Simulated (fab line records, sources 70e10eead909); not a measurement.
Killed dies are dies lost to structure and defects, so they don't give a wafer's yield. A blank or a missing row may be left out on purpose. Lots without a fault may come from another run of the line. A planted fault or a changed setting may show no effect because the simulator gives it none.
Problem report in the 8D (eight disciplines) form, filled by code | flow nand_harc | the parts of the form that need people (team, actions taken, sign-off) are left out

1. THE PROBLEM
thk_nm at NHARC_A_ONON_D2_THK_MEAS_21 reads a mean of 938 nm on 6 wafers of 2 lots; wafers without a fault read 1001 nm with a standard deviation of 9.4. That is -6.7 standard deviations from the usual mean.
The step: measures by ellipsometry.
First seen on wafer L358.2, day 17 04:13, on film_metro-02. The record holds 42 wafers of 14 lots with a number at this step. Rule for "out", or "out of limits": more than 4 standard deviations from the usual mean. The other wafers with a number count as sound.

2. WHAT IT IS AND WHAT IT IS NOT
question                    | is                     | is not
which readings at this step | thk_nm                 | -
which lots                  | L358, L360             | L349, L350, L351, L352, L353, L365, L366, L367, L368, L369, L370, L371
which wafers of those lots  | all that have a number | -
read on which gauges        | film_metro-02          | film_metro-01
when                        | from day 17 04:13      | up to then (15 sound wafers); but 21 sound wafers of L365, L366, L367, L368, L369, L370, L371 came after

3. SUSPECTS, AND WHAT RULES EACH OUT
Counting: a tool at a process step up to the reading stays a suspect if it ran every lot that is out and no sound lot after the first of them.
- the gauge at NHARC_A_ONON_D2_THK_MEAS_21: ruled out. All the wafers that are out were read on film_metro-02, but those of them that NHARC_END_SORT_01 has rows for are out there too, on other tools.
- pecvd_onon-03 at NHARC_A_ONON_D2_DEP_19 (target thk 1000 nm): ruled out as a lasting fault. Sound lots L365, L371 ran on it after its first lot that is out, L358 (day 17 03:46).
Left after counting: nothing in the record.

4. THE CAUSE (what the simulator had put in)
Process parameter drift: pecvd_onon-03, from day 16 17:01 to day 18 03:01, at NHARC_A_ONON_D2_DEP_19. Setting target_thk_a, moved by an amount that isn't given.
Counting ruled it out, wrongly: the rule takes a fault to strike every lot that its tool runs from its start on, and this one did not.

5. THE CHAIN OF EFFECTS, in route order
Each row: a reading whose mean over the struck wafers that have a number lies more than 3 standard deviations from the usual. Only readings for which the record gives a usual standard deviation are gone through. hours: the time from each lot's start at the first step in this table that gives one to its start at this step, as a median over the lots. sigmas: the change in usual standard deviations.
hours | step                        | reading         | usual   | on struck wafers | change | sigmas
0     | NHARC_A_ONON_D2_THK_MEAS_21 | thk_nm          | 1001 nm | 938              | -63    | -6.7
285   | NHARC_END_SORT_01           | killed_at_array | 65      | 673              | +608   | +32
285   | NHARC_END_SORT_01           | killed_dies     | 69      | 677              | +608   | +32
Later measuring or inspecting steps at which every struck wafer that the step has a row for has a number for every such reading, and none has moved that far: NHARC_A_ONON_D2_INSPECT_32.

6. WHAT WOULD HAVE CAUGHT IT SOONER
In this record the first reading out of limits at a measuring or inspecting step was taken at day 17 04:13, 11 hours after the fault began at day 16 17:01.
